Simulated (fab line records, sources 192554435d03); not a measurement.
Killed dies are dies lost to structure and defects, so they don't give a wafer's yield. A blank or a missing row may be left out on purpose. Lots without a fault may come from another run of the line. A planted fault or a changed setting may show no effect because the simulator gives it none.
Split-lot experiment | flow n5_finfet | 7 lots, 21 wafers read, on a route of 1938 steps

THE SPLIT
At N5_HKMG_FIN_COAT_06 (resist thk 90 nm), the setting spin_rpm was moved away from the recipe's 1500 rpm on 7 of the 21 wafers read, by -10.3% to +6.6%. The other wafers ran this setting at the recipe's value.

FROM THE SPLIT TO THE READING: what the file shows between them, 1 step
- N5_HKMG_FIN_DESCUM_17: chemistry O2, time 7.9 s (also split here: time_s)

THE READING
CAR-ArF_of_HKMG_FIN_COAT_06.thk_nm (the simulator's own value, which no gauge read), in nm, at N5_HKMG_FIN_ETCH_31 (etches SiARC in CF4, target depth 45.5 nm, time 75.8 s). The file gives no usual value for it. The 14 wafers here that ran the recipe average 50.9 nm, standard deviation 0.34 nm.

wafer  | tool, chamber at the split | spin_rpm as run, rpm | against the recipe | CAR-ArF_of_HKMG_FIN_COAT_06.thk_nm, nm | against lot-mates on the recipe
L083.1 | litho_track-01, 0          | 1599                 | +6.6%              | 48.2                                   | no lot-mate on the recipe
L083.4 | litho_track-01, 0          | 1599                 | +6.6%              | 48.2                                   | no lot-mate on the recipe
L083.3 | litho_track-01, 0          | 1599                 | +6.6%              | 47.8                                   | no lot-mate on the recipe
L085.2 | litho_track-02, 0          | 1357                 | -9.5%              | 56.6                                   | +5.4
L085.3 | litho_track-02, 0          | 1500                 | recipe             | 51.2                                   | -
L085.6 | litho_track-02, 0          | 1500                 | recipe             | 51.2                                   | -
L089.4 | litho_track-01, 0          | 1500                 | recipe             | 50.2                                   | -
L089.5 | litho_track-01, 0          | 1409                 | -6.1%              | 53.8                                   | +3.5
L089.6 | litho_track-01, 0          | 1500                 | recipe             | 50.4                                   | -
L090.1 | litho_track-04, 0          | 1500                 | recipe             | 51                                     | -
L090.2 | litho_track-04, 0          | 1345                 | -10.3%             | 55.6                                   | +4.7
L090.5 | litho_track-04, 0          | 1500                 | recipe             | 50.8                                   | -
L092.1 | litho_track-01, 0          | 1500                 | recipe             | 51                                     | -
L092.2 | litho_track-01, 0          | 1500                 | recipe             | 51                                     | -
L092.5 | litho_track-01, 0          | 1500                 | recipe             | 50.8                                   | -
L094.1 | litho_track-02, 0          | 1500                 | recipe             | 50.8                                   | -
L094.4 | litho_track-02, 0          | 1380                 | -8.0%              | 54.6                                   | +3.4
L094.5 | litho_track-02, 0          | 1500                 | recipe             | 51.6                                   | -
L095.2 | litho_track-04, 0          | 1500                 | recipe             | 50.6                                   | -
L095.6 | litho_track-04, 0          | 1500                 | recipe             | 50.6                                   | -
L095.4 | litho_track-04, 0          | 1500                 | recipe             | 51                                     | -

THE FIT
A straight line over all 21 wafers: CAR-ArF_of_HKMG_FIN_COAT_06.thk_nm changes by -0.478 nm for each +1% of spin_rpm; r = -0.98; the points scatter about the line by 0.42 nm.
The same after taking each lot's own level away (the mean of its wafers on the recipe; 18 wafers): -0.497 nm for each +1%; r = -0.99; scatter 0.32 nm.
On that fit, the largest move of spin_rpm shifts the reading by 5.1 nm.
The lots' own levels span 50.30 to 51.20 nm, that is 2.6 times the standard deviation above.
So the lot-to-lot level changes the slope little: the two slopes agree.
Check: with one of the wafers moved furthest among these (-10.3%) left out of the fit, the line predicts +5.39 nm for it against its lot-mates. It came out at +4.7 nm against them.

OTHER SPLITS ON THESE WAFERS
These wafers also went through other splits before the reading. Each is held against what the fit with the lots' levels taken away leaves over:
other split on the same wafers | wafers away from the commonest value | r with CAR-ArF_of_HKMG_FIN_COAT_06.thk_nm (lot level and that fit taken away)
N5_FIN_SAQP_HM_DEP_72 time_s   | 5                                    | -0.07
N5_DUMMY_GATE_COAT_34 spin_rpm | 7                                    | -0.23
N5_DUMMY_GATE_COAT_35 spin_rpm | 11                                   | +0.10
N5_HKMG_FIN_DESCUM_17 time_s   | 8                                    | -0.55

THE WHOLE CHAIN: every reading that the file lists as answering this split, in the file's order
step                | what it does                                           | reading                                                                             | change (the file's fit)               | r (the file's)
N5_HKMG_FIN_COAT_06 | resist thk 90 nm                                       | CAR-ArF_of_HKMG_FIN_COAT_06.thk_nm (the simulator's own value, which no gauge read) | -0.486 nm for each +1% of the setting | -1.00
N5_HKMG_FIN_ETCH_31 | etches SiARC in CF4, target depth 45.5 nm, time 75.8 s | CAR-ArF_of_HKMG_FIN_COAT_06.thk_nm (the simulator's own value, which no gauge read) | -0.497 nm for each +1% of the setting | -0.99

THE FILE'S OWN FIT
CAR-ArF_of_HKMG_FIN_COAT_06.thk_nm changes by -0.497 nm for each +1% of spin_rpm, r = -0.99.
